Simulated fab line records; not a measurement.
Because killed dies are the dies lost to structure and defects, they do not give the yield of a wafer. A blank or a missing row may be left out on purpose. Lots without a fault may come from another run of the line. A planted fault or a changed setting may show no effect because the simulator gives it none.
Chamber matching | flow nand harc | NHARC_A_CHANNEL_FILL_D2_ALD_14 on ald hk-03: 4 sister chambers
The step deposits SiO2, target thk 2.5 nm, pulse time 10 s, ald cycles 25. 20 wafers are shown with their chamber, then 10 later ones without.

EACH WAFER AND ITS CHAMBER
wafer  | chamber | heater power w (W) | precursor pulse height rel
L075.1 | 3       | 442                | 0.990
L075.2 | 2       | 411                | 1.016
L075.4 | 1       | 378                | 0.996
L076.2 | 1       | 380                | 0.994
L076.4 | 2       | 399                | 1.012
L076.5 | 2       | 397                | 0.977
L077.1 | 0       | 547                | 1.011
L077.5 | 2       | 409                | 0.973
L077.6 | 3       | 453                | 1.005
L080.3 | 1       | 374                | 1.028
L080.5 | 0       | 536                | 0.974
L080.6 | 3       | 449                | 1.017
L081.4 | 2       | 414                | 1.039
L081.5 | 2       | 425                | 1.011
L081.6 | 3       | 449                | 0.985
L085.3 | 2       | 421                | 0.992
L085.4 | 0       | 559                | 1.003
L085.6 | 1       | 376                | 1.021
L088.2 | 1       | 365                | 1.015
L088.4 | 2       | 429                | 1.029

SIGNATURES, as means of the wafers listed above
reading                    | chamber 0 | chamber 1 | chamber 2 | chamber 3 | scatter within a chamber
heater power w             | 547.33    | 374.60    | 413.12    | 448.25    | 9.35
precursor pulse height rel | 0.99600   | 1.01080   | 1.00612   | 0.99925   | 0.0197
Rule: for each reading, subtract the chamber's mean from the wafer's reading, divide by that reading's scatter and square the result; add these up over the readings and take the root, which gives the wafer's distance from the chamber. The wafer belongs to the nearest chamber; if the next one is less than 2 further off, it can't be placed. How the scatter is found: for the shown wafers, subtract from each reading the mean of its chamber, square and add these, divide the total by (wafers less chambers), then take the root.

WAFERS WHOSE CHAMBER IS MISSING
wafer  | heater power w (W) | precursor pulse height rel
L088.5 | 453                | 1.034
L092.2 | 548                | 0.980
L092.3 | 425                | 1.028
L092.5 | 362                | 1.024
L096.4 | 558                | 1.009
L096.5 | 407                | 0.978
L096.6 | 379                | 0.998
L097.3 | 449                | 0.964
L097.5 | 462                | 1.005
L097.6 | 428                | 1.053

WHICH CHAMBER EACH ONE RAN IN
wafer  | from the rows above     | in truth
L088.5 | 3                       | 3
L092.2 | 0                       | 0
L092.3 | can't be placed: 2 or 3 | 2
L092.5 | 1                       | 1
L096.4 | 0                       | 0
L096.5 | 2                       | 2
L096.6 | 1                       | 1
L097.3 | 3                       | 3
L097.5 | 3                       | 3
L097.6 | can't be placed: 2 or 3 | 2
8 of 10 placed correctly. Not placeable from these rows: 2 (in 2, the candidates include the true chamber). 0 placed wrongly.
